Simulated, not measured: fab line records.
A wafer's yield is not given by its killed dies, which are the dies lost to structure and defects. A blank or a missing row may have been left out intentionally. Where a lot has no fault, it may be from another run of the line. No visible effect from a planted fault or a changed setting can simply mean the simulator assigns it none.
3 desks looking at one fault | flow n5_finfet | numbers are kept per desk, each desk with only its own; the story behind them comes last

== THE DEFECT DESK ==
Inspection counts along the route, by lot: the mean over sampled wafers that carry a number. Marked OUT: a lot whose mean sits more than 4 standard deviations from the usual mean, which makes it out of limits; the brackets give that distance.
Columns: A = raw_defect_count at N5_HKMG_FIN_INSPECT_61, usual 2.1
lot  | first seen here | A
L210 | day 3 21:52     | 1.7
L214 | day 5 00:39     | 3.0
L221 | day 6 19:29     | 1.0
L227 | day 8 05:16     | 3.7
L228 | day 8 12:40     | 2.3
L230 | day 9 04:36     | 3.7
Result from this desk: across the 6 lots, nothing is out of limits.

== THE METROLOGY DESK ==
What the gauges read for every lot (on any tool): the sampled wafers with a number, averaged. Marked OUT: a lot whose mean sits more than 4 standard deviations from the usual mean, which makes it out of limits; the brackets give that distance. Only the readings that lie furthest out on some lot appear, 7 of the 12 it has.
Columns: A = cd_nm at N5_HKMG_FIN_CD_MEAS_49, usual 201.5 nm; B = DIBL_P at N5_BEOL_M4_RC_MEAS_101, usual 36 mV/V; C = ION_N at N5_BEOL_M4_RC_MEAS_101, usual 674 uA/um; D = ION_P at N5_BEOL_M4_RC_MEAS_101, usual 462 uA/um; E = SS_N at N5_BEOL_M4_RC_MEAS_101, usual 71.6 mV/dec; F = VT_N at N5_BEOL_M4_RC_MEAS_101, usual 249 mV; G = VT_P at N5_BEOL_M4_RC_MEAS_101, usual -250 mV
lot  | first seen here | A     | B  | C   | D   | E    | F   | G
L210 | day 3 21:49     | 202.3 | 35 | 690 | 474 | 71.2 | 249 | -249
L214 | day 5 00:36     | 201.7 | 33 | 671 | 459 | 71.1 | 250 | -252
L221 | day 6 19:25     | 201.3 | 35 | 670 | 468 | 71.7 | 250 | -249
L227 | day 8 05:13     | 201.8 | 38 | 671 | 457 | 72.4 | 248 | -254
L228 | day 8 12:36     | 201.5 | 34 | 683 | 474 | 70.6 | 245 | -248
L230 | day 9 04:33     | 200.8 | 40 | 688 | 472 | 72.4 | 245 | -250
Result from this desk: across the 6 lots, nothing is out of limits.

== THE TOOL OWNER'S DESK: rie_diel-03 ==
The tool's own readings at N5_HKMG_FIN_ETCH_54 (etches SiARC in CF4, target depth 45.5 nm, time 75.8 s): means of the sampled wafers that have a number, for each lot that ran on this tool. Marked OUT: a lot whose mean sits more than 4 standard deviations from the usual mean, which makes it out of limits; the brackets give that distance.
Columns: A = cf4_flow_sccm at N5_HKMG_FIN_ETCH_54, usual 100.00 sccm; B = drypump_motor_current_A at N5_HKMG_FIN_ETCH_54, usual 5.67 A; C = etch_rf_on_time_s at N5_HKMG_FIN_ETCH_54, usual 76.6 s; D = oes_product_au at N5_HKMG_FIN_ETCH_54, usual 0.66 a.u.; E = rf_vpp_V at N5_HKMG_FIN_ETCH_54, usual 184.3 V; F = showerhead_plenum_p_Torr at N5_HKMG_FIN_ETCH_54, usual 2.14 Torr; G = throttle_valve_pct at N5_HKMG_FIN_ETCH_54, usual 15.67 %
lot  | first seen here | A               | B    | C    | D    | E     | F    | G
L210 | day 3 21:56     | 99.68           | 5.73 | 75.9 | 0.71 | 184.1 | 2.08 | 15.57
L227 | day 8 05:20     | 79.81 (-70) OUT | 5.56 | 78.6 | 0.62 | 183.0 | 1.96 | 14.77 (-6.0) OUT
L228 | day 8 12:43     | 79.94 (-69) OUT | 5.62 | 77.2 | 0.63 | 183.5 | 1.96 | 14.82 (-5.7) OUT
This desk finds L227, L228 out of limits, L227 being first, at day 8 05:20 (cf4_flow_sccm at N5_HKMG_FIN_ETCH_54). In limits: L210.

== BROUGHT TOGETHER ==
The tool owner's desk could have raised an alarm at day 8 05:20, on L227, L228.
No out-of-limits result turned up at the defect desk.
The metrology desk saw nothing out of limits.
The defect desk has L227, L228 on record, within its limits.
The metrology desk has L227, L228 on record, within its limits.
Of the lots named, all ran N5_HKMG_FIN_ETCH_54 on rie_diel-03.

== WHAT THE SIMULATOR PUT IN ==
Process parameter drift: rie_diel-03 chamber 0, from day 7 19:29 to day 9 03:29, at N5_HKMG_FIN_ETCH_54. Setting cf4_flow_sccm, moved by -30, from 100. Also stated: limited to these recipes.
Struck lots among those shown: L227, L228.
Hours from the fault's start to each desk's first reading out of limits: the tool owner's desk, 10.
